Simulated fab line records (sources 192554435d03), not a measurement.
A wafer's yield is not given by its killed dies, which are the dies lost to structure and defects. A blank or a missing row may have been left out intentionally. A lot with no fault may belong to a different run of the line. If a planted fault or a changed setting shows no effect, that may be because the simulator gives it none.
Struck lot and sound lot, side by side ; flow n5 finfet ; 15 out of 1938 route steps
Sound: the wafers L599.3, L599.5, L599.6. Struck: wafers L594.2, L594.3. (L594.6 of the same lot was not struck and is left out.) The cause comes at the end.
Each step with rows lists, per side, the tool, then ch with its chambers, then its first start. Under that, the readings that differ: sound wafers ; struck wafers ; difference of the means ; sigmas: that difference in standard deviations of wafers without a fault.
alike: a reading whose means differ by less than 2 such deviations, as well as words and numbers matching on both sides. not compared: withheld readings; readings where some wafer has no value; bounds like >300 that might hide an equal value; numbers whose values overlap and for which the record gives no deviation.
A row with sigmas, a row that says differs or no value, or rows on one side alone: a step with any of these is where the two part. Numbers that don't overlap but have no deviation are shown without sigmas and don't part them. Lack of a reading on every wafer of one side parts them only where that side has two or more wafers.

N5_BEOL_M8_TRENCH_ETCH_37: etches SiCOH lowk in C4F6/O2, target depth 93.478 nm, time 31.2 s.
  sound on rie diel-01 ch 2,3; struck on rie diel-01 ch 0,1
reading;sound;struck;difference;sigmas
rf fwd power W (W);341.8 343.8 342.1;337.9 340.6;-3.3;-2
  alike: drypump motor current A, oes product au, rf vpp V, showerhead plenum p Torr, throttle valve pct
  not compared: rf hours counter h
N5_BEOL_M8_ETCH_41: etches SiCN in CH3F/O2, target depth 31.9 nm, time 57.8 s.
  sound on rie diel-01 ch 2,3; struck on rie diel-01 ch 0,1
  alike: drypump motor current A, oes product au, rf fwd power W, rf vpp V, showerhead plenum p Torr, throttle valve pct
  not compared: rf hours counter h
then, 1 step without rows for these wafers: N5_BEOL_M8_STRIP_80 (strips in N2/H2, time 10 s).
N5_BEOL_M8_OCD_MEAS_38:
  sound: ocd-01 at day 17 08:17; struck: ocd-02 at day 15 17:45
  alike: trench depth nm
then, 4 steps without rows for these wafers: N5_BEOL_M8_HM_STRIP_39 (strips TiN in peroxide tin strip, target depth 25 nm, time 158 s); N5_BEOL_M8_SRD_40 (time 30 s); N5_BEOL_M8_PRECLEAN_42 (cleans in residue remover, time 60 s); N5_BEOL_M8_SRD_43 (time 30 s).
N5_BEOL_M8_CD_MEAS_35 targets a cd of 40 nm.
  sound: cd sem-03 at day 17 08:26; struck: cd sem-03 at day 15 17:54
  alike: cd nm
then, 1 step without rows for these wafers: N5_BEOL_M8_CURE_75 (cures SiCOH lowk, time 120 s).
N5_BEOL_M8_DEGAS_44: time 60 s.
  sound: pvd sputter-03 at day 17 09:01; struck: pvd sputter-03 at day 16 00:33
  alike: heater power w
N5_BEOL_M8_PRE_CLEAN_45: time 30 s.
  sound: pvd sputter-03 at day 17 09:03; struck: pvd sputter-03 at day 16 00:35
  alike: heater power w
N5_BEOL_M8_ALD_77: deposits TaN, target thk 2 nm, pulse time 2 s, purge time 3 s.
  sound on ald metal-01 ch 0,1, day 17 09:07; struck on ald metal-03 ch 1,2, day 16 00:39
reading;sound;struck;difference;sigmas
ald cycles;40 40 40;35 35;-5;
  alike: heater power w
N5_BEOL_M8_SURFACE_TREAT_79:
  sound: pvd sputter-02 at day 17 09:24; struck: pvd sputter-02 at day 16 00:56
  not compared: throttle valve pct
-- a jump in the record: the struck wafers' starts before and after are 3 days apart (it breaks off in module BEOL_M8 and resumes in module PASSIVATION, where the first step shown is number 1936 of the route) --
N5_PASSIVATION_PROBE_49:
  sound: prober-02 at day 20 11:42; struck: prober-01 at day 19 03:35
reading;sound;struck;difference;sigmas
defect limited yield (%);92.7 91.4 93.2;87.7 90.1;-3.5;-2
killed at other;1 2 2;8 9;+7;+2
killed dies;86 101 80;145 117;+42;+2
killed short;33 29 29;54 38;+16;+2
sort_bin_6_memory (%);2.5 3.1 2.9;5.8 3.6;+1.9;+3
sort n pass;1094 1079 1100;1035 1063;-42;-2
sort yield pct (%);92.7 91.4 93.2;87.7 90.1;-3.5;-2
  alike: killed_at_M0_to_M3, killed_at_M4_up, killed at contacts, killed at front end, killed open, sort_bin_4_leakage, sort_bin_5_function

== WHERE THEY PART ==
First at N5_BEOL_M8_TRENCH_ETCH_37; last, within this record, at N5_PASSIVATION_PROBE_49.

WHY: whatever the simulator had introduced
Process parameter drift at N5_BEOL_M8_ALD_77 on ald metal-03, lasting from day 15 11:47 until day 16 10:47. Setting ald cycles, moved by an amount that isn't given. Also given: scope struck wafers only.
